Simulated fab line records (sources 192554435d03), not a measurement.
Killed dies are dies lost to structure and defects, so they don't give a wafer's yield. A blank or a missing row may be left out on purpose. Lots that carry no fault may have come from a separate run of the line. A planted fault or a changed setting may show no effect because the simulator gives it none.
Matching of chambers | flow n5_finfet | pecvd-01 running N5_BEOL_M7_PECVD_70: 3 sister chambers
The step deposits SiO2 from TEOS/O2, target thk 20 nm, time 22.7 s. 6 wafers are shown with their chamber, then 10 later ones without.

## EACH WAFER AND ITS CHAMBER
wafer  | chamber | throttle_valve_pct (%) | showerhead_plenum_p_Torr (Torr)
L082.1 | 2       | 21.5                   | 8.79
L082.6 | 1       | 21.9                   | 8.80
L088.5 | 1       | 22.2                   | 8.79
L088.6 | 0       | 23.9                   | 8.83
L091.1 | 0       | 23.7                   | 8.84
L091.2 | 2       | 21.7                   | 8.76

## WAFERS WITHOUT THEIR CHAMBER
wafer  | throttle_valve_pct (%) | showerhead_plenum_p_Torr (Torr)
L091.3 | 21.9                   | 8.79
L092.2 | 23.6                   | 8.82
L092.4 | 21.8                   | 8.78
L092.5 | 23.8                   | 8.82
L095.2 | 22.0                   | 8.82
L095.4 | 23.7                   | 8.84
L095.5 | 23.5                   | 8.85
L097.3 | 23.8                   | 8.82
L097.4 | 22.2                   | 8.80
L097.6 | 23.6                   | 8.81

## CHAMBER TAKEN BY EACH
wafer  | from the rows above     | in truth
L091.3 | can't be placed: 1 or 2 | 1
L092.2 | 0                       | 0
L092.4 | can't be placed: 2 or 1 | 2
L092.5 | 0                       | 0
L095.2 | 1                       | 1
L095.4 | 0                       | 0
L095.5 | 0                       | 0
L097.3 | 0                       | 0
L097.4 | 1                       | 1
L097.6 | 0                       | 0
Placed correctly: 8 of 10. From these rows, 2 cannot be placed; in 2 the true chamber is one of the candidates. 0 placed wrongly.
How it was worked out, from the rows above alone: a wafer's distance from a chamber is the root of the sum, over the readings, of the square of ((its reading less the chamber's mean) divided by the reading's scatter). The wafer belongs to the nearest chamber; if the next one is less than 2 further off, it can't be placed. For every chamber, the mean is computed from those of its wafers that are shown. The scatter is the square root of a quotient: the sum, over the shown wafers, of each reading's squared deviation from its chamber's mean, divided by wafers minus chambers.
